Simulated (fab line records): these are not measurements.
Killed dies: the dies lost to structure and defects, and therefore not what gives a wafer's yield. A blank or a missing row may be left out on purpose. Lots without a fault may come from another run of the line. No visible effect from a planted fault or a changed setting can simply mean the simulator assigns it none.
One fault through the eyes of 2 desks / flow n5_finfet / numbers are kept per desk, each desk with only its own; the story behind them comes last

== METROLOGY DESK ==
What the gauges read, lot by lot, whatever tool the lot ran on: means of the sampled wafers that have a number. Marked OUT: a lot whose mean sits more than 4 standard deviations from the usual mean, which makes it out of limits; the brackets give that distance. It has 10 readings; the 7 that lie furthest out on some lot are the ones shown.
Columns: A = DIBL_P at N5_BEOL_M4_RC_MEAS_101, usual 35.9 mV/V; B = IOFF_N at N5_BEOL_M4_RC_MEAS_101, usual 0.156 nA/um; C = IOFF_P at N5_BEOL_M4_RC_MEAS_101, usual 0.205 nA/um; D = ION_P at N5_BEOL_M4_RC_MEAS_101, usual 463 uA/um; E = SS_N at N5_BEOL_M4_RC_MEAS_101, usual 71.4 mV/dec; F = VT_N at N5_BEOL_M4_RC_MEAS_101, usual 249.7 mV; G = VT_P at N5_BEOL_M4_RC_MEAS_101, usual -250.2 mV
lot=L637; first seen here=day 7 11:28; A=36.0; B=0.145; C=0.209; D=461; E=70.6; F=252.3; G=-248.8
lot=L640; first seen here=day 8 10:46; A=35.1; B=0.155; C=0.185; D=454; E=71.8; F=250.4; G=-253.6
lot=L647; first seen here=day 10 12:37; A=37.2; B=0.182; C=0.228; D=465; E=70.6; F=246.5; G=-249.0
lot=L648; first seen here=day 10 13:31; A=35.2; B=0.148; C=0.189; D=463; E=71.1; F=247.9; G=-251.4
lot=L652; first seen here=day 11 18:17; A=35.1; B=0.144; C=0.170; D=458; E=71.0; F=251.7; G=-254.9
lot=L655; first seen here=day 12 19:33; A=39.5; B=0.195; C=0.214; D=461; E=72.4; F=244.9; G=-251.8
This desk found nothing out of limits on any of the 6 lots.

== DESK OF THE TOOL OWNER: rie_diel-02 ==
The tool's own readings at N5_BEOL_M1_ETCH_41 (etches SiCN in CH3F/O2, target depth 31.9 nm, time 57.8 s): means of the sampled wafers that have a number, for each lot that ran on this tool. Marked OUT: a lot whose mean sits more than 4 standard deviations from the usual mean, which makes it out of limits; the brackets give that distance.
Columns: A = drypump_motor_current_A at N5_BEOL_M1_ETCH_41, usual 5.7 A; B = oes_product_au at N5_BEOL_M1_ETCH_41, usual 0.81 a.u.; C = rf_vpp_V at N5_BEOL_M1_ETCH_41, usual 297.0 V; D = showerhead_plenum_p_Torr at N5_BEOL_M1_ETCH_41, usual 1.98 Torr; E = throttle_valve_pct at N5_BEOL_M1_ETCH_41, usual 16.18 %
lot=L640; first seen here=day 6 23:26; A=5.9; B=0.80; C=297.7; D=2.00; E=16.29
lot=L647; first seen here=day 8 23:46; A=5.9; B=0.66; C=296.9; D=2.00; E=16.32
lot=L648; first seen here=day 9 04:11; A=6.0; B=0.64; C=297.1; D=1.97; E=16.26
This desk found nothing out of limits on any of the 3 lots.

== PUT TOGETHER ==
The metrology desk saw nothing out of limits.
The desk of the tool owner found nothing out of limits.

== WHAT THE SIMULATOR HAD PUT IN ==
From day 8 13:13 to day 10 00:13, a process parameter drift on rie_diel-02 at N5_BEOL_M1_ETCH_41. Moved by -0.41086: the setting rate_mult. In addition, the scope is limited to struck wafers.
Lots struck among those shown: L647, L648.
